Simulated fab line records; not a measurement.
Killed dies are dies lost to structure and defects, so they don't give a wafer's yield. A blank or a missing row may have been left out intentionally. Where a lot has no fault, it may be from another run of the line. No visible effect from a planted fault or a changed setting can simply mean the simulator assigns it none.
Which tool did it? :: flow n5 finfet :: 12 lots with 35 wafers sampled at 5 steps, on a route of 1938 steps

WHAT THE GAUGES READ, wafer by wafer
N5_MOL_CONTACT_COAG_THK_MEAS_29. Usual: MD_CAP_THK gives 17.93 nm (standard deviation 0.077).
lot: L752
measured: day 5 00:56
on: film metro-01
MD_CAP_THK (nm): 17.92 17.93 17.94
flag: 

lot: L753
measured: day 5 10:58
on: film metro-02
MD_CAP_THK (nm): 17.94 18.00 17.82
flag: 

lot: L754
measured: day 5 16:44
on: film metro-01
MD_CAP_THK (nm): 18.01 17.98 17.99
flag: 

lot: L755
measured: day 5 18:23
on: film metro-02
MD_CAP_THK (nm): 17.84 17.92 17.81
flag: 

lot: L757
measured: day 6 11:13
on: film metro-01
MD_CAP_THK (nm): 18.02 18.00 17.98
flag: 

lot: L759
measured: day 7 06:20
on: film metro-02
MD_CAP_THK (nm): 17.80 17.87 17.91
flag: 

lot: L762
measured: day 7 15:08
on: film metro-01
MD_CAP_THK (nm): 18.05 18.89
flag: OFF

lot: L766
measured: day 8 17:01
on: film metro-01
MD_CAP_THK (nm): 17.97 17.95 17.96
flag: 

lot: L767
measured: day 8 22:07
on: film metro-01
MD_CAP_THK (nm): 18.02 18.04 17.94
flag: 

lot: L770
measured: day 9 12:19
on: film metro-01
MD_CAP_THK (nm): 17.76 17.88 17.76
flag: 

lot: L774
measured: day 10 14:17
on: film metro-02
MD_CAP_THK (nm): 18.00 17.97 17.98
flag: 

lot: L775
measured: day 10 17:47
on: film metro-02
MD_CAP_THK (nm): 18.06 17.86 17.95
flag: 

TOOL THAT RAN EACH LOT (tool first, then ch and the chambers of the sampled wafers, then the start)
lot: L752
N5_MOL_CONTACT_COAG_TI_SIL_19: pvd sputter-02, day 4 15:15
N5_MOL_CONTACT_COAG_SIL_ANNEAL_21: rtp anneal-02 ch 0, day 4 15:45
N5_MOL_CONTACT_COAG_SPUTTER_130: pvd sputter-01, day 4 21:14
N5_MOL_CONTACT_COAG_CMP_23: cmp-03 ch 1,2, day 4 21:25

lot: L753
N5_MOL_CONTACT_COAG_TI_SIL_19: pvd sputter-01, day 5 04:43
N5_MOL_CONTACT_COAG_SIL_ANNEAL_21: rtp anneal-01 ch 0, day 5 05:16
N5_MOL_CONTACT_COAG_SPUTTER_130: pvd sputter-03, day 5 08:07
N5_MOL_CONTACT_COAG_CMP_23: cmp-03 ch 0,3, day 5 08:17

lot: L754
N5_MOL_CONTACT_COAG_TI_SIL_19: pvd sputter-03, day 5 08:43
N5_MOL_CONTACT_COAG_SIL_ANNEAL_21: rtp anneal-01 ch 0, day 5 09:20
N5_MOL_CONTACT_COAG_SPUTTER_130: pvd sputter-01, day 5 13:50
N5_MOL_CONTACT_COAG_CMP_23: cmp-03 ch 0,1,2, day 5 14:01

lot: L755
N5_MOL_CONTACT_COAG_TI_SIL_19: pvd sputter-02, day 5 12:04
N5_MOL_CONTACT_COAG_SIL_ANNEAL_21: rtp anneal-01 ch 0, day 5 12:45
N5_MOL_CONTACT_COAG_SPUTTER_130: pvd sputter-01, day 5 15:29
N5_MOL_CONTACT_COAG_CMP_23: cmp-02 ch 1,2,3, day 5 15:44

lot: L757
N5_MOL_CONTACT_COAG_TI_SIL_19: pvd sputter-02, day 5 22:13
N5_MOL_CONTACT_COAG_SIL_ANNEAL_21: rtp anneal-01 ch 0, day 5 22:46
N5_MOL_CONTACT_COAG_SPUTTER_130: pvd sputter-01, day 6 07:55
N5_MOL_CONTACT_COAG_CMP_23: cmp-03 ch 0,2,3, day 6 08:05

lot: L759
N5_MOL_CONTACT_COAG_TI_SIL_19: pvd sputter-03, day 6 20:16
N5_MOL_CONTACT_COAG_SIL_ANNEAL_21: rtp anneal-02 ch 0, day 6 20:50
N5_MOL_CONTACT_COAG_SPUTTER_130: pvd sputter-03, day 7 03:23
N5_MOL_CONTACT_COAG_CMP_23: cmp-02 ch 0,2,3, day 7 03:41

lot: L762
N5_MOL_CONTACT_COAG_TI_SIL_19: pvd sputter-03, day 7 06:53
N5_MOL_CONTACT_COAG_SIL_ANNEAL_21: rtp anneal-01 ch 0, day 7 07:29
N5_MOL_CONTACT_COAG_SPUTTER_130: pvd sputter-02, day 7 12:01
N5_MOL_CONTACT_COAG_CMP_23: cmp-03 ch 3, day 7 12:27

lot: L766
N5_MOL_CONTACT_COAG_TI_SIL_19: pvd sputter-02, day 8 07:24
N5_MOL_CONTACT_COAG_SIL_ANNEAL_21: rtp anneal-01 ch 0, day 8 07:54
N5_MOL_CONTACT_COAG_SPUTTER_130: pvd sputter-03, day 8 14:06
N5_MOL_CONTACT_COAG_CMP_23: cmp-02 ch 0,1, day 8 14:20

lot: L767
N5_MOL_CONTACT_COAG_TI_SIL_19: pvd sputter-03, day 8 14:41
N5_MOL_CONTACT_COAG_SIL_ANNEAL_21: rtp anneal-02 ch 0, day 8 15:14
N5_MOL_CONTACT_COAG_SPUTTER_130: pvd sputter-03, day 8 19:14
N5_MOL_CONTACT_COAG_CMP_23: cmp-02 ch 0,1,3, day 8 19:30

lot: L770
N5_MOL_CONTACT_COAG_TI_SIL_19: pvd sputter-01, day 9 03:20
N5_MOL_CONTACT_COAG_SIL_ANNEAL_21: rtp anneal-02 ch 0, day 9 03:50
N5_MOL_CONTACT_COAG_SPUTTER_130: pvd sputter-01, day 9 09:25
N5_MOL_CONTACT_COAG_CMP_23: cmp-02 ch 0,1,3, day 9 09:36

lot: L774
N5_MOL_CONTACT_COAG_TI_SIL_19: pvd sputter-01, day 10 06:23
N5_MOL_CONTACT_COAG_SIL_ANNEAL_21: rtp anneal-02 ch 0, day 10 06:55
N5_MOL_CONTACT_COAG_SPUTTER_130: pvd sputter-01, day 10 11:26
N5_MOL_CONTACT_COAG_CMP_23: cmp-02 ch 0,2,3, day 10 11:37

lot: L775
N5_MOL_CONTACT_COAG_TI_SIL_19: pvd sputter-01, day 10 10:16
N5_MOL_CONTACT_COAG_SIL_ANNEAL_21: rtp anneal-01 ch 0, day 10 10:50
N5_MOL_CONTACT_COAG_SPUTTER_130: pvd sputter-03, day 10 14:55
N5_MOL_CONTACT_COAG_CMP_23: cmp-02 ch 0,1,3, day 10 15:06
- N5_MOL_CONTACT_COAG_TI_SIL_19: material Ti, target thk 4.2 nm, time 15 s.
- N5_MOL_CONTACT_COAG_SIL_ANNEAL_21: time 60 s.
- N5_MOL_CONTACT_COAG_SPUTTER_130: material Co, target thk 47.5 nm.
- N5_MOL_CONTACT_COAG_CMP_23: polishes, stops on SiO2, t overpolish 1.5 s, target thk 0 nm.

AS READ BY THE TOOLS THEMSELVES (means over the sampled wafers that have a number; for cases with no such wafer, the mark the record gives instead)
N5_MOL_CONTACT_COAG_TI_SIL_19. Usual: throttle valve pct reads 29.3 % (standard deviation 1.1).
lot: L752
tool: pvd sputter-02
throttle valve pct (%): 30.6
flag: 

lot: L753
tool: pvd sputter-01
throttle valve pct (%): 29.6
flag: 

lot: L754
tool: pvd sputter-03
throttle valve pct (%): 29.7
flag: 

lot: L755
tool: pvd sputter-02
throttle valve pct (%): 29.3
flag: 

lot: L757
tool: pvd sputter-02
throttle valve pct (%): 29.9
flag: 

lot: L759
tool: pvd sputter-03
throttle valve pct (%): 29.4
flag: 

lot: L762
tool: pvd sputter-03
throttle valve pct (%): 29.8
flag: 

lot: L766
tool: pvd sputter-02
throttle valve pct (%): 29.1
flag: 

lot: L767
tool: pvd sputter-03
throttle valve pct (%): 29.6
flag: 

lot: L770
tool: pvd sputter-01
throttle valve pct (%): 29.7
flag: 

lot: L774
tool: pvd sputter-01
throttle valve pct (%): 29.0
flag: 

lot: L775
tool: pvd sputter-01
throttle valve pct (%): 29.9
flag: 

N5_MOL_CONTACT_COAG_SIL_ANNEAL_21. Usual: lamp power pct 6.5 %, standard deviation 0.39; lamp_zone_5_pct 6.5 %, standard deviation 0.39; lamp_zone_6_pct 6.5 %, standard deviation 0.38; wafer_temp_C_max 552.4, standard deviation 0.73.
lot: L752
tool: rtp anneal-02
lamp power pct (%): 7.1
lamp_zone_5_pct (%): 7.1
lamp_zone_6_pct (%): 7.0
wafer_temp_C_max: 553.3
flag: 

lot: L753
tool: rtp anneal-01
lamp power pct (%): 6.3
lamp_zone_5_pct (%): 6.3
lamp_zone_6_pct (%): 6.2
wafer_temp_C_max: 552.1
flag: 

lot: L754
tool: rtp anneal-01
lamp power pct (%): 6.3
lamp_zone_5_pct (%): 6.3
lamp_zone_6_pct (%): 6.2
wafer_temp_C_max: 552.2
flag: 

lot: L755
tool: rtp anneal-01
lamp power pct (%): 6.3
lamp_zone_5_pct (%): 6.3
lamp_zone_6_pct (%): 6.2
wafer_temp_C_max: 552.0
flag: 

lot: L757
tool: rtp anneal-01
lamp power pct (%): 6.3
lamp_zone_5_pct (%): 6.3
lamp_zone_6_pct (%): 6.2
wafer_temp_C_max: 551.7
flag: 

lot: L759
tool: rtp anneal-02
lamp power pct (%): 7.1
lamp_zone_5_pct (%): 7.1
lamp_zone_6_pct (%): 7.0
wafer_temp_C_max: 553.2
flag: 

lot: L762
tool: rtp anneal-01
lamp power pct (%): 6.2
lamp_zone_5_pct (%): 6.3
lamp_zone_6_pct (%): 6.2
wafer_temp_C_max: 552.5
flag: 

lot: L766
tool: rtp anneal-01
lamp power pct (%): 6.3
lamp_zone_5_pct (%): 6.3
lamp_zone_6_pct (%): 6.2
wafer_temp_C_max: 551.9
flag: 

lot: L767
tool: rtp anneal-02
lamp power pct (%): 7.1
lamp_zone_5_pct (%): 7.1
lamp_zone_6_pct (%): 7.0
wafer_temp_C_max: 553.1
flag: 

lot: L770
tool: rtp anneal-02
lamp power pct (%): 7.1
lamp_zone_5_pct (%): 7.1
lamp_zone_6_pct (%): 7.0
wafer_temp_C_max: 552.9
flag: 

lot: L774
tool: rtp anneal-02
lamp power pct (%): 7.1
lamp_zone_5_pct (%): 7.1
lamp_zone_6_pct (%): 7.0
wafer_temp_C_max: 553.3
flag: 

lot: L775
tool: rtp anneal-01
lamp power pct (%): 6.3
lamp_zone_5_pct (%): 6.3
lamp_zone_6_pct (%): 6.2
wafer_temp_C_max: 551.4
flag: 

N5_MOL_CONTACT_COAG_SPUTTER_130. Usual: throttle valve pct reads 29.4 % (standard deviation 0.94).
lot: L752
tool: pvd sputter-01
throttle valve pct (%): 29.1
flag: 

lot: L753
tool: pvd sputter-03
throttle valve pct (%): 29.7
flag: 

lot: L754
tool: pvd sputter-01
throttle valve pct (%): 30.0
flag: 

lot: L755
tool: pvd sputter-01
throttle valve pct (%): 29.1
flag: 

lot: L757
tool: pvd sputter-01
throttle valve pct (%): 29.0
flag: 

lot: L759
tool: pvd sputter-03
throttle valve pct (%): 29.2
flag: 

lot: L762
tool: pvd sputter-02
throttle valve pct (%): 28.7
flag: 

lot: L766
tool: pvd sputter-03
throttle valve pct (%): 29.2
flag: 

lot: L767
tool: pvd sputter-03
throttle valve pct (%): 29.6
flag: 

lot: L770
tool: pvd sputter-01
throttle valve pct (%): 29.1
flag: 

lot: L774
tool: pvd sputter-01
throttle valve pct (%): 29.1
flag: 

lot: L775
tool: pvd sputter-03
throttle valve pct (%): 29.6
flag: 

N5_MOL_CONTACT_COAG_CMP_23. Usual: motor current A 7.6 A, standard deviation 0.91; overpolish run s 1.499 s, standard deviation 0.0096; time to endpoint s 9.4 s, standard deviation 2.7.
lot: L752
tool: cmp-03
motor current A (A): 7.8
overpolish run s (s): 1.508
time to endpoint s (s): 9.1
flag: 

lot: L753
tool: cmp-03
motor current A (A): 7.5
overpolish run s (s): 1.493
time to endpoint s (s): 12.0
flag: 

lot: L754
tool: cmp-03
motor current A (A): 7.9
overpolish run s (s): 1.497
time to endpoint s (s): 11.8
flag: 

lot: L755
tool: cmp-02
motor current A (A): 7.3
overpolish run s (s): 1.494
time to endpoint s (s): 10.7
flag: 

lot: L757
tool: cmp-03
motor current A (A): 7.5
overpolish run s (s): 1.491
time to endpoint s (s): 5.8
flag: 

lot: L759
tool: cmp-02
motor current A (A): 7.7
overpolish run s (s): 1.499
time to endpoint s (s): 8.4
flag: 

lot: L762
tool: cmp-03
motor current A (A): 7.2
overpolish run s (s): 1.489
time to endpoint s (s): 13.9
flag: 

lot: L766
tool: cmp-02
motor current A (A): 7.5
overpolish run s (s): 1.502
time to endpoint s (s): 11.2
flag: 

lot: L767
tool: cmp-02
motor current A (A): 7.8
overpolish run s (s): 1.494
time to endpoint s (s): 5.2
flag: 

lot: L770
tool: cmp-02
motor current A (A): 7.9
overpolish run s (s): 1.493
time to endpoint s (s): 9.0
flag: 

lot: L774
tool: cmp-02
motor current A (A): 7.6
overpolish run s (s): 1.493
time to endpoint s (s): 11.1
flag: 

lot: L775
tool: cmp-02
motor current A (A): 7.8
overpolish run s (s): 1.501
time to endpoint s (s): 7.5
flag: 

THE ANSWER, worked out from the rows above alone
Rule: take the mean of a lot's wafers that have a number; if it is more than 3 standard deviations from the usual mean, the lot is off. A lot without any number at a reading at which 4 lots or more have one is off too. All remaining lots with rows at the step are treated as sound. Order of review: gauges by route order, followed by the tools' own readings, for which a lot's mean as printed above is used. The first step at which some lot is off is used, and at that step the reading that is off furthest; a lot without a number counts as furthest.
Off: L762, at N5_MOL_CONTACT_COAG_THK_MEAS_29 (MD_CAP_THK).
A tool fits if, at a process step before that reading, it ran every lot that is off, and no sound lot after the first of them. Those tools and the gauges at N5_MOL_CONTACT_COAG_THK_MEAS_29 are tried in the same way. 2 tools fit, pvd sputter-02 at N5_MOL_CONTACT_COAG_SPUTTER_130 and cmp-03 at N5_MOL_CONTACT_COAG_CMP_23, so this cannot tell which one it is.

WHAT THE SIMULATOR PUT IN
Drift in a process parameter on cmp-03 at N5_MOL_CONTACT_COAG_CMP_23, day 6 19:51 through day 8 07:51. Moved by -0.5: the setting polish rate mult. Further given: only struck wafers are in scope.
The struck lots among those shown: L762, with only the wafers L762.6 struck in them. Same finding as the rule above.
